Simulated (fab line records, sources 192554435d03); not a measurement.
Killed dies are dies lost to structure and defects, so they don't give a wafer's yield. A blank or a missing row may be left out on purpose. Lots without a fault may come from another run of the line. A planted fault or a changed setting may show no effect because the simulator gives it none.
A struck lot beside a sound one | flow n5_finfet | 14 steps out of a route of 1938
Sound: wafers L567.2, L567.4, L567.6. Struck: wafers L558.1, L558.2, L558.4. The cause comes at the end.
At each step with rows: each side's tool, then ch and its chambers, then its first start. Under that, the readings that differ: sound wafers | struck wafers | difference of the means | sigmas: that difference in standard deviations of wafers without a fault.
alike: readings whose means differ by less than 2 such deviations, and words and numbers that are the same on both sides. not compared: withheld readings, readings that some wafer has no value for, bounds like >300 that may hide the same value, and numbers for which the record gives no deviation and whose values overlap.
The two part at a step that has a row with sigmas, a row that says differs or no value, or rows on one side only. Numbers that don't overlap but have no deviation are shown without sigmas and don't part them. A reading that every wafer of one side lacks parts them only if that side has two wafers or more.

first, 1 step without rows for these wafers: N5_BEOL_M15_HARDBAKE_14 (time 120 s).
N5_BEOL_M15_CD_MEAS_10: target cd 360 nm.
  sound on cd_sem-02 ch 0, day 17 00:36; struck on cd_sem-03 ch 0, day 14 10:28
  alike: cd_nm
N5_BEOL_M15_OVL_MEAS_11:
  sound on overlay-02 ch 0, day 17 00:38; struck on overlay-01 ch 0, day 14 10:29
  reading      | sound | struck    | difference | sigmas
  V14_OVL (nm) | 8 1 2 | -4 -6 -15 | -12        | -2
N5_BEOL_M15_INSPECT_12: inspects for defects (macro).
  sound on defect_inspect-01, day 17 00:40; struck on defect_inspect-02, day 14 10:31
  alike: raw_defect_count
N5_BEOL_M15_DESCUM_15: chemistry O2, time 7.9 s.
  sound on rie_diel-01 ch 2,3, day 17 00:41; struck on rie_diel-06 ch 0,1,2, day 14 10:33
  alike: drypump_motor_current_A, oes_product_au, rf_vpp_V, showerhead_plenum_p_Torr, throttle_valve_pct
  not compared: rf_hours_counter_h
then, 1 step without rows for these wafers: N5_BEOL_M15_ETCH_59 (etches BARC in N2/H2, target depth 89 nm, overetch 26.7 nm, time 67.9 s).
N5_BEOL_M15_VIA_ETCH_16: etches SiO2 in C4F8/O2/Ar, target depth 1792.2 nm.
  sound on rie_diel-01 ch 2,3, day 17 00:47; struck on rie_diel-06 ch 0,1,2, day 14 10:38
  alike: drypump_motor_current_A, oes_product_au, rf_vpp_V, showerhead_plenum_p_Torr, throttle_valve_pct
N5_BEOL_M15_STRIP_63: strips in O2.
  sound on rie_diel-01 ch 2,3; struck on rie_diel-06 ch 0,1,2
  alike: drypump_motor_current_A, oes_product_au, rf_vpp_V, showerhead_plenum_p_Torr, throttle_valve_pct
  not compared: rf_hours_counter_h
N5_BEOL_M15_STRIP_64: strips in O2.
  sound on rie_diel-01 ch 2,3; struck on rie_diel-06 ch 0,1,2
  alike: drypump_motor_current_A, oes_product_au, rf_vpp_V, showerhead_plenum_p_Torr, throttle_valve_pct
  not compared: rf_hours_counter_h
then, 2 steps without rows for these wafers: N5_BEOL_M15_STRIP_65 (strips in post etch residue remover, time 60 s); N5_BEOL_M15_SRD_66 (time 30 s, dry time 30 s).
N5_BEOL_M15_CD_MEAS_17: target cd 360 nm.
  sound on cd_sem-02, day 17 01:11; struck on cd_sem-03, day 14 11:03
  alike: cd_nm
N5_BEOL_M15_COAT_56: time 60 s, resist thk 550 nm.
  sound on litho_track-03 ch 0, day 17 01:14; struck on litho_track-01 ch 0, day 14 11:05
  reading                                   | sound                | struck               | difference | sigmas
  spin_speed_rpm (rpm)                      | 1498.6 1501.0 1499.8 | 1443.2 1442.1 1443.0 | -57.0      | -57
  model.SOC_of_BEOL_M15_COAT_56.thk_nm (nm) | 550.2 550.4 550      | 560.2 560.6 561.8    | +10.7      |
  alike: plate_temp_C
N5_BEOL_M15_ETCH_57: etches SOC in N2/H2, time 750 s.
  sound on rie_diel-06 ch 0,1,3, day 17 01:22; struck on rie_diel-06 ch 0,2,3, day 14 11:10
  alike: drypump_motor_current_A, oes_product_au, rf_vpp_V, showerhead_plenum_p_Torr, throttle_valve_pct
  not compared: rf_hours_counter_h

WHERE THEY PART
First at N5_BEOL_M15_OVL_MEAS_11; last, within this record, at N5_BEOL_M15_COAT_56. Later steps at which nothing parts them and some readings are alike: N5_BEOL_M15_ETCH_57.

WHY: what the simulator had put in
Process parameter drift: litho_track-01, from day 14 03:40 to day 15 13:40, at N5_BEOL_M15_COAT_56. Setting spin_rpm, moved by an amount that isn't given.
